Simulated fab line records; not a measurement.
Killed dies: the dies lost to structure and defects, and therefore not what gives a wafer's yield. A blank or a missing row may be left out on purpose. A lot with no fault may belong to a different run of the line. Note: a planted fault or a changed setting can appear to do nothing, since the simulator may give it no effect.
Chamber matching    flow n5Finfet    N5_BEOL_M4_VIA_ETCH_34 on rieDiel-03: 4 sister chambers
The step etches the open film in C4F6/O2, target depth 69.4 nm, time 65.9 s. 4 wafers are shown with their chamber, then 12 later ones without.

== WAFERS PAIRED WITH THEIR CHAMBERS ==
wafer   chamber  drypumpMotorCurrentA (A)
L090.2  3        6.2
L093.3  0        4.8
L093.5  2        5.6
L093.6  1        5.9

== WAFERS WHOSE CHAMBER IS MISSING ==
wafer   drypumpMotorCurrentA (A)
L094.2  6.1
L094.3  4.9
L094.6  4.8
L095.1  5.9
L095.2  6.1
L095.3  4.9
L095.4  5.9
L095.5  4.9
L095.6  6.1
L097.3  6.1
L097.5  5.6
L097.6  5.9

== THE CHAMBER EACH PASSED THROUGH ==
wafer   from the rows above      in truth
L094.2  can't be placed: 3 or 1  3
L094.3  0                        0
L094.6  0                        0
L095.1  1                        1
L095.2  can't be placed: 3 or 1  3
L095.3  0                        0
L095.4  1                        1
L095.5  0                        0
L095.6  can't be placed: 3 or 1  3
L097.3  can't be placed: 3 or 1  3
L097.5  2                        2
L097.6  1                        1
8 of 12 placed correctly. Cannot be placed on the basis of these rows: 4; the candidates contain the true chamber in 4. Number placed wrongly: 0.
How it was worked out, from the rows above alone: a wafer's distance from a chamber is the root of the sum, over the readings, of the square of ((its reading less the chamber's mean) divided by the reading's scatter). If the next closest chamber is less than 2 further off than the closest, the wafer can't be placed; otherwise it belongs to the closest. For every chamber, the mean is computed from those of its wafers that are shown. The scatter (one wafer shown for each chamber): square how far every hidden wafer sits from the nearest shown wafer, average those squares and take the square root.
